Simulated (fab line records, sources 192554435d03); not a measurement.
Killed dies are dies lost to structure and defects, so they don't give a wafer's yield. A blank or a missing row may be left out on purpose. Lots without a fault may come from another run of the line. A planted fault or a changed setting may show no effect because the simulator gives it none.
Which tool did it? | flow n5_finfet | 12 lots, 35 wafers sampled, at 4 steps of a route of 1938

WHAT THE GAUGES READ, wafer by wafer
The record holds no reading of a measuring or inspecting step that can be judged against a usual standard deviation.

WHICH TOOL RAN EACH LOT (tool, then ch and the chambers of the sampled wafers, then the start)
lot  | N5_BEOL_M8_ALD_77                   | N5_MIM_TOP_ALD_00                | N5_MIM_TOP_DEGAS_04          | N5_PASSIVATION_PROBE_49
L931 | ald_metal-01 ch 0,1,2, day 9 22:53  | ald_hk-03 ch 1,2,3, day 12 02:28 | pvd_sputter-01, day 12 03:38 | -
L933 | ald_metal-01 ch 0,1, day 10 07:00   | ald_hk-02 ch 0,2,3, day 12 17:41 | pvd_sputter-03, day 12 18:46 | -
L932 | ald_metal-01 ch 0,1,3, day 10 07:16 | ald_hk-03 ch 2,3, day 13 01:41   | pvd_sputter-02, day 13 02:33 | -
L934 | ald_metal-01 ch 0,1,3, day 11 04:14 | ald_hk-02 ch 0,2,3, day 13 11:54 | pvd_sputter-01, day 13 12:58 | -
L936 | ald_metal-03 ch 2,3, day 11 12:57   | ald_hk-03 ch 1,2, day 13 23:05   | pvd_sputter-02, day 14 00:07 | -
L935 | ald_metal-04 ch 0,3, day 11 13:21   | ald_hk-03 ch 0,2, day 13 16:28   | pvd_sputter-03, day 13 17:26 | -
L939 | ald_metal-03 ch 0,1, day 12 01:35   | ald_hk-01 ch 0,1,2, day 14 13:50 | pvd_sputter-03, day 14 15:19 | -
L940 | ald_metal-04 ch 1,2,3, day 12 06:05 | ald_hk-01 ch 1,2,3, day 14 15:34 | pvd_sputter-03, day 14 16:21 | prober-02, day 15 03:17
L945 | ald_metal-04 ch 0,3, day 14 00:03   | ald_hk-01 ch 0,2,3, day 16 01:30 | pvd_sputter-03, day 16 04:05 | prober-01, day 16 17:56
L950 | ald_metal-03 ch 0,1,2, day 14 11:01 | ald_hk-01 ch 0,1,3, day 16 21:02 | pvd_sputter-03, day 16 21:46 | -
L952 | ald_metal-01 ch 1,2,3, day 15 14:13 | ald_hk-01 ch 2,3, day 17 18:56   | pvd_sputter-01, day 17 20:08 | prober-01, day 18 06:07
L954 | ald_metal-03 ch 3, day 15 20:29     | ald_hk-03 ch 0,3, day 18 04:21   | pvd_sputter-02, day 18 05:13 | -
- N5_BEOL_M8_ALD_77: deposits TaN, target thk 2 nm, pulse time 2 s, purge time 3 s.
- N5_MIM_TOP_ALD_00: deposits Al2O3, purge time 3 s, co reactant pulse time 3 s.
- N5_MIM_TOP_DEGAS_04: time 60 s.
- N5_PASSIVATION_PROBE_49

WHAT THE TOOLS THEMSELVES READ (means of the sampled wafers that have a number; where no wafer has one, the mark that the record gives instead)
N5_BEOL_M8_ALD_77. Usual: heater_power_w 426 W, standard deviation 48.
lot  | tool         | heater_power_w (W) | flag
L931 | ald_metal-01 | 429                |
L933 | ald_metal-01 | 412                |
L932 | ald_metal-01 | 417                |
L934 | ald_metal-01 | 411                |
L936 | ald_metal-03 | 417                |
L935 | ald_metal-04 | 429                |
L939 | ald_metal-03 | 363                |
L940 | ald_metal-04 | 449                |
L945 | ald_metal-04 | 483                |
L950 | ald_metal-03 | 400                |
L952 | ald_metal-01 | 445                |
L954 | ald_metal-03 | 400                |

N5_MIM_TOP_ALD_00. Usual: precursor_pulse_height_rel 0.997, standard deviation 0.021.
lot  | tool      | precursor_pulse_height_rel | flag
L931 | ald_hk-03 | 0.992                      |
L933 | ald_hk-02 | 1.011                      |
L932 | ald_hk-03 | 1.001                      |
L934 | ald_hk-02 | 0.984                      |
L936 | ald_hk-03 | 1.019                      |
L935 | ald_hk-03 | 0.988                      |
L939 | ald_hk-01 | 1.001                      |
L940 | ald_hk-01 | 0.994                      |
L945 | ald_hk-01 | 1.024                      |
L950 | ald_hk-01 | 0.999                      |
L952 | ald_hk-01 | 1.006                      |
L954 | ald_hk-03 | 0.982                      |

N5_MIM_TOP_DEGAS_04. Usual: heater_power_w 468 W, standard deviation 33.
lot  | tool           | heater_power_w (W) | flag
L931 | pvd_sputter-01 | 483                |
L933 | pvd_sputter-03 | 459                |
L932 | pvd_sputter-02 | 468                |
L934 | pvd_sputter-01 | 509                |
L936 | pvd_sputter-02 | 470                |
L935 | pvd_sputter-03 | 478                |
L939 | pvd_sputter-03 | 463                |
L940 | pvd_sputter-03 | 462                |
L945 | pvd_sputter-03 | 469                |
L950 | pvd_sputter-03 | 455                |
L952 | pvd_sputter-01 | 493                |
L954 | pvd_sputter-02 | 452                |

N5_PASSIVATION_PROBE_49. Usual: defect_limited_yield 91.7 %, standard deviation 1.4; killed_at_M0_to_M3 31, standard deviation 11; killed_at_M4_up 13, standard deviation 4.6; killed_at_contacts 13, standard deviation 6.7; killed_at_front_end 39, standard deviation 9.6; killed_at_other 3.5, standard deviation 2.8; killed_dies 98, standard deviation 16; killed_on_rim 13, standard deviation 4.2; killed_open 64, standard deviation 11; killed_short 33, standard deviation 8.5; sort_bin_5_function 4.9 %, standard deviation 0.96; sort_bin_6_memory 3.1 %, standard deviation 0.59; sort_bin_8_speed 0.2 %, standard deviation 1.3; sort_n_pass 1080, standard deviation 23.
lot  | tool      | defect_limited_yield (%) | killed_at_M0_to_M3 | killed_at_M4_up | killed_at_contacts | killed_at_front_end | killed_at_other | killed_dies | killed_on_rim | killed_open | killed_short | sort_bin_5_function (%) | sort_bin_6_memory (%) | sort_bin_8_speed (%) | sort_n_pass | flag
L940 | prober-02 | 83.7                     | 33                 | 117             | 6                  | 36                  | 1.3             | 193         | 25            | 57          | 32           | 9.4                     | 4.0                   | 0.0                  | 987         | OFF
L945 | prober-01 | 84.6                     | 30                 | 105             | 19                 | 26                  | 1.7             | 181         | 29            | 58          | 31           | 8.8                     | 3.6                   | 0.0                  | 999         | OFF
L952 | prober-01 | 91.2                     | 39                 | 10              | 9                  | 43                  | 2.7             | 104         | 17            | 64          | 40           | 5.8                     | 2.7                   | 0.0                  | 1076        |

THE ANSWER, worked out from the rows above alone
Rule: a lot is off if the mean of its wafers that have a number lies more than 3 standard deviations from the usual mean. A lot without any number at a reading at which 4 lots or more have one is off too. The other lots that the step has rows for count as sound. The gauges are gone through in route order, then the tools' own readings, and for those a lot's mean is taken as printed above. The first step at which some lot is off is used, and at that step the reading that is off furthest; a lot without a number counts as furthest.
Off: L940, L945, at N5_PASSIVATION_PROBE_49 (killed_at_M4_up). Neither off nor sound, because the step has no rows for them: L931, L933, L932, L934, L936, L935, L939, L950, L954.
A tool fits if, at that step or a process step before it, it ran every lot that is off, and no sound lot after the first of them. Can't be told from this: 2 tools fit, ald_metal-04 at N5_BEOL_M8_ALD_77, pvd_sputter-03 at N5_MIM_TOP_DEGAS_04.

WHAT THE SIMULATOR HAD PUT IN
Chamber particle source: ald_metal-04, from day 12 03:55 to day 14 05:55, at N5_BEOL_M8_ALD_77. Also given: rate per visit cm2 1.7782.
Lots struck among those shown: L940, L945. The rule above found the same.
